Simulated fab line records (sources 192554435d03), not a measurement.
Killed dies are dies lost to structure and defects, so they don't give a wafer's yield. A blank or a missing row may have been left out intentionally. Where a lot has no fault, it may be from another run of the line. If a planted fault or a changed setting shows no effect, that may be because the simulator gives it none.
Chamber matching / flow n5Finfet / 4 sister chambers for N5_FIN_SAQP_HM_OPEN_73 on rieDiel-04
The step chemistry CHF3/O2, target SiO2, stops on a-Si, target depth 12 nm, time 16.8 s. 24 wafers are shown with their chamber, then 12 later ones without.

## WAFERS WITH THEIR CHAMBER
wafer=L074.1; chamber=3; showerheadPlenumPTorr (Torr)=2.53; rfVppV (V)=512; throttleValvePct (%)=18.99
wafer=L074.4; chamber=1; showerheadPlenumPTorr (Torr)=2.50; rfVppV (V)=526; throttleValvePct (%)=18.76
wafer=L074.6; chamber=0; showerheadPlenumPTorr (Torr)=2.44; rfVppV (V)=510; throttleValvePct (%)=19.14
wafer=L076.3; chamber=1; showerheadPlenumPTorr (Torr)=2.50; rfVppV (V)=525; throttleValvePct (%)=18.76
wafer=L076.4; chamber=3; showerheadPlenumPTorr (Torr)=2.53; rfVppV (V)=512; throttleValvePct (%)=18.96
wafer=L076.6; chamber=1; showerheadPlenumPTorr (Torr)=2.50; rfVppV (V)=526; throttleValvePct (%)=18.78
wafer=L077.4; chamber=3; showerheadPlenumPTorr (Torr)=2.53; rfVppV (V)=512; throttleValvePct (%)=18.98
wafer=L077.5; chamber=2; showerheadPlenumPTorr (Torr)=2.31; rfVppV (V)=514; throttleValvePct (%)=18.93
wafer=L077.6; chamber=3; showerheadPlenumPTorr (Torr)=2.53; rfVppV (V)=512; throttleValvePct (%)=18.99
wafer=L080.1; chamber=2; showerheadPlenumPTorr (Torr)=2.31; rfVppV (V)=512; throttleValvePct (%)=18.93
wafer=L080.2; chamber=1; showerheadPlenumPTorr (Torr)=2.50; rfVppV (V)=525; throttleValvePct (%)=18.80
wafer=L080.4; chamber=3; showerheadPlenumPTorr (Torr)=2.52; rfVppV (V)=512; throttleValvePct (%)=18.99
wafer=L084.1; chamber=1; showerheadPlenumPTorr (Torr)=2.49; rfVppV (V)=526; throttleValvePct (%)=18.79
wafer=L084.3; chamber=3; showerheadPlenumPTorr (Torr)=2.52; rfVppV (V)=512; throttleValvePct (%)=19.01
wafer=L084.4; chamber=2; showerheadPlenumPTorr (Torr)=2.31; rfVppV (V)=513; throttleValvePct (%)=18.97
wafer=L085.2; chamber=3; showerheadPlenumPTorr (Torr)=2.52; rfVppV (V)=512; throttleValvePct (%)=19.01
wafer=L085.4; chamber=2; showerheadPlenumPTorr (Torr)=2.31; rfVppV (V)=513; throttleValvePct (%)=18.96
wafer=L085.5; chamber=0; showerheadPlenumPTorr (Torr)=2.43; rfVppV (V)=511; throttleValvePct (%)=19.19
wafer=L091.1; chamber=2; showerheadPlenumPTorr (Torr)=2.30; rfVppV (V)=513; throttleValvePct (%)=18.99
wafer=L091.3; chamber=0; showerheadPlenumPTorr (Torr)=2.42; rfVppV (V)=509; throttleValvePct (%)=19.21
wafer=L091.4; chamber=0; showerheadPlenumPTorr (Torr)=2.42; rfVppV (V)=511; throttleValvePct (%)=19.21
wafer=L092.2; chamber=3; showerheadPlenumPTorr (Torr)=2.51; rfVppV (V)=514; throttleValvePct (%)=19.05
wafer=L092.3; chamber=2; showerheadPlenumPTorr (Torr)=2.30; rfVppV (V)=513; throttleValvePct (%)=18.98
wafer=L092.5; chamber=0; showerheadPlenumPTorr (Torr)=2.42; rfVppV (V)=509; throttleValvePct (%)=19.21

SIGNATURES (averages over the wafers above)
reading=showerheadPlenumPTorr; chamber 0=2.4260; chamber 1=2.4980; chamber 2=2.3067; chamber 3=2.5237; scatter within a chamber=0.00679
reading=rfVppV; chamber 0=510.00; chamber 1=525.60; chamber 2=513.00; chamber 3=512.25; scatter within a chamber=0.731
reading=throttleValvePct; chamber 0=19.1920; chamber 1=18.7780; chamber 2=18.9600; chamber 3=18.9975; scatter within a chamber=0.0256
Rule: for each reading, subtract the chamber's mean from the wafer's reading, divide by that reading's scatter and square the result; add these up over the readings and take the root, which gives the wafer's distance from the chamber. The wafer belongs to the nearest chamber; if the next one is less than 2 further off, it can't be placed. The scatter is the square root of a quotient: the sum, over the shown wafers, of each reading's squared deviation from its chamber's mean, divided by wafers minus chambers.

## WAFERS MISSING THEIR CHAMBER
wafer=L093.1; showerheadPlenumPTorr (Torr)=2.42; rfVppV (V)=511; throttleValvePct (%)=19.21
wafer=L093.2; showerheadPlenumPTorr (Torr)=2.51; rfVppV (V)=512; throttleValvePct (%)=19.04
wafer=L093.6; showerheadPlenumPTorr (Torr)=2.51; rfVppV (V)=512; throttleValvePct (%)=19.04
wafer=L094.2; showerheadPlenumPTorr (Torr)=2.30; rfVppV (V)=513; throttleValvePct (%)=18.96
wafer=L094.5; showerheadPlenumPTorr (Torr)=2.51; rfVppV (V)=513; throttleValvePct (%)=19.06
wafer=L094.6; showerheadPlenumPTorr (Torr)=2.42; rfVppV (V)=511; throttleValvePct (%)=19.23
wafer=L095.1; showerheadPlenumPTorr (Torr)=2.49; rfVppV (V)=526; throttleValvePct (%)=18.45
wafer=L095.2; showerheadPlenumPTorr (Torr)=2.30; rfVppV (V)=512; throttleValvePct (%)=19.00
wafer=L095.3; showerheadPlenumPTorr (Torr)=2.51; rfVppV (V)=512; throttleValvePct (%)=19.06
wafer=L097.1; showerheadPlenumPTorr (Torr)=2.51; rfVppV (V)=512; throttleValvePct (%)=19.07
wafer=L097.3; showerheadPlenumPTorr (Torr)=2.30; rfVppV (V)=513; throttleValvePct (%)=19.00
wafer=L097.5; showerheadPlenumPTorr (Torr)=2.49; rfVppV (V)=525; throttleValvePct (%)=18.48

## WHICH CHAMBER EACH WENT THROUGH
wafer=L093.1; from the rows above=0; in truth=0
wafer=L093.2; from the rows above=3; in truth=3
wafer=L093.6; from the rows above=3; in truth=3
wafer=L094.2; from the rows above=2; in truth=2
wafer=L094.5; from the rows above=3; in truth=3
wafer=L094.6; from the rows above=0; in truth=0
wafer=L095.1; from the rows above=1; in truth=1
wafer=L095.2; from the rows above=2; in truth=2
wafer=L095.3; from the rows above=3; in truth=3
wafer=L097.1; from the rows above=3; in truth=3
wafer=L097.3; from the rows above=2; in truth=2
wafer=L097.5; from the rows above=1; in truth=1
Placed correctly: 12 of 12. Number that these rows cannot place: 0. Number placed wrongly: 0.
